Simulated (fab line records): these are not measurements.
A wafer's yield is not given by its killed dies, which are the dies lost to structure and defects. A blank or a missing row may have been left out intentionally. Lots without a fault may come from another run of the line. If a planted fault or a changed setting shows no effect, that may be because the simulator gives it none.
A struck lot beside a sound one + flow n5_finfet + 18 out of 1938 route steps
Sound: these wafers, L915.2, L915.4, L915.6. Struck: wafer L923.3; the same lot's L923.5 was not struck, so it is left out; see the end for the cause.
Order at every step that has rows: each side's tool, ch and its chambers, its first start. Under that, the readings that differ: sound wafers + struck wafers + difference of the means + sigmas: that difference in standard deviations of wafers without a fault.
alike: readings with means less than 2 such deviations apart, plus words and numbers identical on both sides. not compared: withheld readings, readings lacking a value on some wafer, bounds such as >300 that could conceal the same value, and numbers that have no deviation in the record and whose values overlap.
A row with sigmas, a row that says differs or no value, or rows on one side alone: a step with any of these is where the two part. Numbers that have no deviation but don't overlap get no sigmas and don't part them. A reading missing from all wafers of one side parts the sides only when that side holds two or more wafers.

N5_BEOL_M3_INSPECT_30: inspects for defects (brightfield).
  sound on defect_inspect-01 at day 10 03:33; struck on defect_inspect-02 at day 11 23:03
  alike: raw_defect_count
N5_BEOL_M3_DESCUM_33: chemistry O2, time 7 s.
  sound on rie_diel-06 ch 0,2,3, day 10 03:35; struck on rie_diel-01 ch 1, day 11 23:09
| reading      | sound             | struck | difference | sigmas |
|--------------|-------------------|--------|------------|--------|
| rf_vpp_V (V) | 240.8 242.6 241.6 | 244.0  | +2.3       | +2     |
  alike: drypump_motor_current_A, oes_product_au, showerhead_plenum_p_Torr, throttle_valve_pct
  not compared: rf_hours_counter_h
then, 1 step without rows for these wafers: N5_BEOL_M3_ETCH_77 (etches underlayer in N2/H2, target depth 6.5 nm, time 5.2 s).
N5_BEOL_M3_ETCH_69: etches SiARC in CF4, target depth 15.6 nm, time 26 s.
  sound on rie_diel-06 ch 0,2,3, day 10 03:38; struck on rie_diel-01 ch 1, day 11 23:12
  alike: drypump_motor_current_A, etch_rf_on_time_s, mfc_ar_sccm, oes_product_au, rf_vpp_V, showerhead_plenum_p_Torr, throttle_valve_pct
  not compared: rf_hours_counter_h
then, 2 steps without rows for these wafers: N5_BEOL_M3_ALD_98 (deposits SiO2, target thk 2.5 nm, pulse time 1 s, co reactant pulse time 1 s); N5_BEOL_M3_ETCHBACK_99 (etches SiO2 in CHF3, target depth 5 nm, time 10.4 s).
N5_BEOL_M3_ETCH_70: etches SOC in N2/H2, target depth 80 nm, overetch 16 nm, time 120 s.
  sound on rie_diel-06 ch 0,3, day 10 03:52; struck on rie_diel-06 ch 2, day 12 06:35
  alike: drypump_motor_current_A, h2_flow_sccm, oes_product_au, rf_vpp_V, showerhead_plenum_p_Torr, throttle_valve_pct
  not compared: rf_hours_counter_h
then, 2 steps without rows for these wafers: N5_BEOL_M3_STRIP_71 (strips in N2/H2); N5_BEOL_M3_STRIP_78 (strips in N2/H2).
N5_BEOL_M3_VIA_ETCH_34: etches the open film in C4F6/O2, target depth 69.4 nm, time 65.9 s.
  sound on rie_diel-06 ch 0,3, day 10 03:58; struck on rie_diel-06 ch 2, day 12 06:41
| reading            | sound             | struck | difference | sigmas |
|--------------------|-------------------|--------|------------|--------|
| mfc_ar_sccm (sccm) | 299.1 300.4 299.9 | 298.1  | -1.7       | -2     |
  alike: O2_flow_sccm, drypump_motor_current_A, oes_product_au, rf_vpp_V, showerhead_plenum_p_Torr, throttle_valve_pct
  not compared: rf_hours_counter_h
then, 1 step without rows for these wafers: N5_BEOL_M3_STRIP_83 (strips in C4F6/O2).
N5_BEOL_M3_STRIP_36: strips in N2/H2.
  sound on rie_diel-06 ch 0,3, day 10 04:02; struck on rie_diel-06 ch 2, day 12 06:45
  alike: drypump_motor_current_A, h2_flow_sccm, oes_product_au, rf_vpp_V, showerhead_plenum_p_Torr, throttle_valve_pct
  not compared: rf_hours_counter_h
N5_BEOL_M3_TRENCH_ETCH_37: etches SiOC in C4F6/O2, target depth 55.555 nm, time 29.2 s.
  sound on rie_diel-06 ch 0,3, day 10 04:04; struck on rie_diel-06 ch 2, day 12 06:47
| reading                             | sound             | struck | difference | sigmas |
|-------------------------------------|-------------------|--------|------------|--------|
| O2_flow_sccm (sccm)                 | 9.995 9.959 9.974 | 10.056 | +0.080     | +3     |
| model.etch.depth_nm (nm)            | 55.05 54.04 55.01 | 48.06  | -6.64      |        |
| model.BEOL_M3.feature_depth_nm (nm) | 55 54 55          | 48     | -7         |        |
  alike: drypump_motor_current_A, mfc_ar_sccm, oes_product_au, rf_vpp_V, showerhead_plenum_p_Torr, throttle_valve_pct
  not compared: rf_hours_counter_h
then, 2 steps without rows for these wafers: N5_BEOL_M3_ETCH_41 (etches SiCN in CH3F/O2, target depth 29.9 nm, time 52.5 s); N5_BEOL_M3_STRIP_97 (strips in N2/H2, time 10 s).
N5_BEOL_M3_OCD_MEAS_38:
  sound on ocd-02 at day 10 04:14; struck on ocd-02 at day 12 06:57
| reading              | sound          | struck | difference | sigmas |
|----------------------|----------------|--------|------------|--------|
| trench_depth_nm (nm) | 54.8 53.7 55.0 | 48.3   | -6.2       | -6     |
then, 1 step without rows for these wafers: N5_BEOL_M3_HM_STRIP_39 (strips TiN in peroxide tin strip, target depth 25 nm, time 158 s).
N5_BEOL_M4_RC_MEAS_101:
  sound on prober-02 ch 0, day 10 22:55; struck on prober-01 ch 0, day 12 21:13
| reading        | sound          | struck | difference | sigmas |
|----------------|----------------|--------|------------|--------|
| DIBL_N (mV/V)  | 34.1 36.2 35.1 | 39.3   | +4.2       | +2     |
| IOFF_N (nA/um) | 0.13 0.15 0.13 | 0.25   | +0.11      | +3     |
| IOFF_P (nA/um) | 0.16 0.18 0.18 | 0.29   | +0.12      | +3     |
| ION_N (uA/um)  | 673 663 667    | 697    | +29        | +3     |
| VT_N (mV)      | 253 252 252    | 243    | -9         | -3     |
| VT_P (mV)      | -257 -252 -251 | -244   | +9         | +3     |
  alike: DIBL_P, ION_P, SS_N, SS_P

## WHERE THEY PART
Earliest at N5_BEOL_M3_DESCUM_33; latest, in this record, at N5_BEOL_M4_RC_MEAS_101.

WHY: what had been put in by the simulator
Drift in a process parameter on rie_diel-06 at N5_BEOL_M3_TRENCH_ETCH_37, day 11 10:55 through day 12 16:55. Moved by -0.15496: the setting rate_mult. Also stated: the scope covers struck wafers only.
